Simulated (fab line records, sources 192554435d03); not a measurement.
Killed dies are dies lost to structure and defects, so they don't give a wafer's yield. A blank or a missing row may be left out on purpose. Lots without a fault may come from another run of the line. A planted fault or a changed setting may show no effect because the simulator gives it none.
Chamber matching | flow n5_finfet | N5_FIN_SAQP_SPACER2_ALD_28 on ald_sin-02: 4 sister chambers
The step deposits SiO2, target thk 8.1 nm, pulse time 1 s, purge time 2 s. 8 wafers are shown with their chamber, then 9 later ones without.

WAFERS WITH THEIR CHAMBER
wafer  | chamber | heater_power_w (W) | precursor_pulse_height_rel
L083.6 | 3       | 443                | 1.003
L084.1 | 3       | 449                | 1.009
L084.2 | 0       | 381                | 1.033
L084.5 | 2       | 474                | 1.028
L084.6 | 1       | 467                | 1.064
L086.1 | 2       | 463                | 0.997
L086.3 | 1       | 462                | 0.965
L086.4 | 0       | 384                | 1.050

WAFERS WITHOUT THEIR CHAMBER
wafer  | heater_power_w (W) | precursor_pulse_height_rel
L089.2 | 464                | 0.987
L089.3 | 474                | 1.017
L089.6 | 444                | 0.976
L093.1 | 462                | 1.014
L093.3 | 399                | 0.971
L093.5 | 381                | 1.036
L097.2 | 449                | 0.983
L097.3 | 462                | 0.981
L097.6 | 461                | 1.006

WHICH CHAMBER EACH WENT THROUGH
wafer  | from the rows above     | in truth
L089.2 | can't be placed: 1 or 2 | 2
L089.3 | can't be placed: 2 or 1 | 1
L089.6 | 3                       | 3
L093.1 | can't be placed: 1 or 2 | 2
L093.3 | 0                       | 0
L093.5 | 0                       | 0
L097.2 | 3                       | 3
L097.3 | can't be placed: 1 or 2 | 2
L097.6 | can't be placed: 1 or 2 | 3
Placed correctly: 4 of 9. Can't be placed from these rows: 5 (the true chamber is among the candidates in 4). Placed wrongly: 0.
How it was worked out, from the rows above alone: a wafer's distance from a chamber is the root of the sum, over the readings, of the square of ((its reading less the chamber's mean) divided by the reading's scatter). The wafer belongs to the nearest chamber; if the next one is less than 2 further off, it can't be placed. A chamber's mean is the mean of its shown wafers. The scatter: the root of (the sum of the squares of (reading less its chamber's mean) over the shown wafers, divided by (wafers less chambers)).
